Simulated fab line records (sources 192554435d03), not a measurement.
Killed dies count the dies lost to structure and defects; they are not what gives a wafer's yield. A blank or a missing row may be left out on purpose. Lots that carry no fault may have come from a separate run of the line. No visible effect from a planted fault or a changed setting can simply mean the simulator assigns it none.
Which tool did it? | flow n5-finfet | 7 lots, 16 wafers sampled, at 4 steps of a route of 1938

== WHAT THE GAUGES READ, wafer by wafer ==
N5_SD_EPI_N_CD_MEAS_09: target cd 120 nm.
lot  | measured    | on        | cd-nm (nm)
L274 | day 3 08:00 | cd-sem-02 | 120.6 119.9
L276 | day 4 03:36 | cd-sem-03 | 120.9 118.5
L279 | day 4 14:06 | cd-sem-01 | 120.0 118.8 119.3
L281 | day 5 00:53 | cd-sem-01 | 120.3 119.2
L291 | day 7 18:38 | cd-sem-01 | 110.6 119.6
L294 | day 8 06:32 | cd-sem-03 | 119.6 120.7 121.7
L296 | day 8 22:20 | cd-sem-01 | 121.0 121.0

== WHICH TOOL RAN EACH LOT (tool, then ch and the chambers of the sampled wafers, then the start) ==
lot  | N5_DUMMY_GATE_ETCH_42             | N5_SPACER0_ALD_00                | N5_SD_EPI_N_PEB_07
L274 | rie-diel-05 ch 2, day 3 06:46     | ald-sin-01 ch 0,3, day 3 07:11   | litho-track-02 ch 0, day 3 07:56
L276 | rie-diel-01 ch 0,2, day 4 02:29   | ald-sin-03 ch 0,3, day 4 02:55   | litho-track-04 ch 0, day 4 03:32
L279 | rie-diel-05 ch 0,1,3, day 4 12:59 | ald-sin-03 ch 0,1,2, day 4 13:25 | litho-track-04 ch 0, day 4 14:02
L281 | rie-diel-05 ch 0,3, day 4 22:41   | ald-sin-02 ch 3, day 5 00:11     | litho-track-02 ch 0, day 5 00:49
L291 | rie-diel-05 ch 1,2, day 7 16:12   | ald-sin-02 ch 0,1, day 7 17:49   | litho-track-03 ch 0, day 7 18:34
L294 | rie-diel-06 ch 0,1, day 8 05:25   | ald-sin-01 ch 0,1, day 8 05:50   | litho-track-02 ch 0, day 8 06:28
L296 | rie-diel-06 ch 1,2, day 8 20:37   | ald-sin-01 ch 1,2, day 8 21:31   | litho-track-02 ch 0, day 8 22:16
- N5_DUMMY_GATE_ETCH_42: etches SiO2 in CHF3/O2, target depth 3.5 nm, time 31 s.
- N5_SPACER0_ALD_00: deposits SiOCN, target thk 3.5 nm, pulse time 3 s, purge time 2 s.
- N5_SD_EPI_N_PEB_07: peb time 60 s.

== THE ANSWER, worked out from the rows above alone ==
Rule: the usual values come from the lots themselves. The widest of any qualifying gaps counts: lots, ordered by their means at a reading, are off when they make up no more than a third of the lots, leave a main group of 4 or more, and stand apart from it by 3 or more times the standard deviation of that group's means. The tables above print the reading to a certain number of digits; a main group whose means all agree to those digits is not used. A lot without any number at a reading at which 4 lots or more have one is off too. All remaining lots with rows at the step are treated as sound.
Off at N5_SD_EPI_N_CD_MEAS_09 (cd-nm): L291. The main group has a mean of 120.1 nm with a standard deviation of 0.57.
If a tool, at a process step before that reading, ran all the lots that are off and no sound lot after the first of them, it fits. The gauges at N5_SD_EPI_N_CD_MEAS_09 are tried like those tools. Can't be told from this: 3 tools fit, rie-diel-05 at N5_DUMMY_GATE_ETCH_42, ald-sin-02 at N5_SPACER0_ALD_00, litho-track-03 at N5_SD_EPI_N_PEB_07.

== WHAT THE SIMULATOR HAD INSERTED ==
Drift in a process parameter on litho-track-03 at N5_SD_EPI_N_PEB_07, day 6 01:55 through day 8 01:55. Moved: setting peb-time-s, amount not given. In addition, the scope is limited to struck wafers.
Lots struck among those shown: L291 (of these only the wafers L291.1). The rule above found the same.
